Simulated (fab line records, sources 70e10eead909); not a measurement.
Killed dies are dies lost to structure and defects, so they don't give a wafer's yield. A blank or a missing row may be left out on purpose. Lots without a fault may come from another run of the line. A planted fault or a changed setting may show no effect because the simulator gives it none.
Which tool did it? | flow nand_harc | 6 lots, 18 wafers sampled, at 3 steps of a route of 1302

WHAT THE GAUGES READ, wafer by wafer
NHARC_P_M0_CD_MEAS_09: target cd 90 nm.
lot  | measured     | on        | cd_nm (nm)
L697 | day 6 17:22  | cd_sem-03 | 90.6 89.5 90.4
L698 | day 7 05:13  | cd_sem-03 | 89.7 89.8 89.8
L702 | day 9 03:56  | cd_sem-02 | 89.6 89.5 89.3
L706 | day 10 16:50 | cd_sem-02 | 89.9 90.0 89.7
L708 | day 11 09:19 | cd_sem-03 | 90.2 90.4 90.1
L713 | day 13 17:45 | cd_sem-02 | 87.3 87.3 87.5

WHICH TOOL RAN EACH LOT (tool, then ch and the chambers of the sampled wafers, then the start)
lot  | NHARC_P_CONTACT_PVD_32                  | NHARC_P_M0_EXPOSE_06
L697 | pvd_sputter-01, day 6 16:28 or earlier  | arfi_scanner-03 ch 0, day 6 17:13
L698 | pvd_sputter-02, day 7 04:26 or earlier  | arfi_scanner-02 ch 0, day 7 05:05
L702 | pvd_sputter-02, day 9 03:02 or earlier  | arfi_scanner-03 ch 0, day 9 03:47
L706 | pvd_sputter-02, day 10 15:56 or earlier | arfi_scanner-01 ch 0, day 10 16:42
L708 | pvd_sputter-03, day 11 08:25 or earlier | arfi_scanner-01 ch 0, day 11 09:11
L713 | pvd_sputter-02, day 13 16:59 or earlier | arfi_scanner-01 ch 0, day 13 17:37
- NHARC_P_CONTACT_PVD_32: deposits Ti, target thk 5 nm, time 17.7 s.
- NHARC_P_M0_EXPOSE_06: exposes mask P M0, target cd 90 nm.

THE ANSWER, worked out from the rows above alone
Rule: what is usual is taken from the lots themselves. Put in order of their means at a reading, lots are off if they are a third of the lots or fewer, leave a main group of 4 or more, and stand apart from it by a gap of 3 or more times the standard deviation of the main group's means; of several such gaps the widest counts. A main group whose means are all the same, to the digits that the tables above print for the reading, isn't used. A lot without any number at a reading at which 4 lots or more have one is off too. The other lots that the step has rows for count as sound.
Off: L713, at NHARC_P_M0_CD_MEAS_09 (cd_nm). The main group: mean 89.9 nm, standard deviation 0.28.
A tool fits if, at a process step before that reading, it ran every lot that is off, and no sound lot after the first of them. The gauges at NHARC_P_M0_CD_MEAS_09 are tried like those tools. NHARC_P_CONTACT_PVD_32 gives no start for some lots, so the hours and the order of its lots are those of NHARC_P_CONTACT_INSPECT_27. Can't be told from this: 3 tools fit, pvd_sputter-02 at NHARC_P_CONTACT_PVD_32, arfi_scanner-01 at NHARC_P_M0_EXPOSE_06, cd_sem-02 at NHARC_P_M0_CD_MEAS_09.

WHAT THE SIMULATOR HAD PUT IN
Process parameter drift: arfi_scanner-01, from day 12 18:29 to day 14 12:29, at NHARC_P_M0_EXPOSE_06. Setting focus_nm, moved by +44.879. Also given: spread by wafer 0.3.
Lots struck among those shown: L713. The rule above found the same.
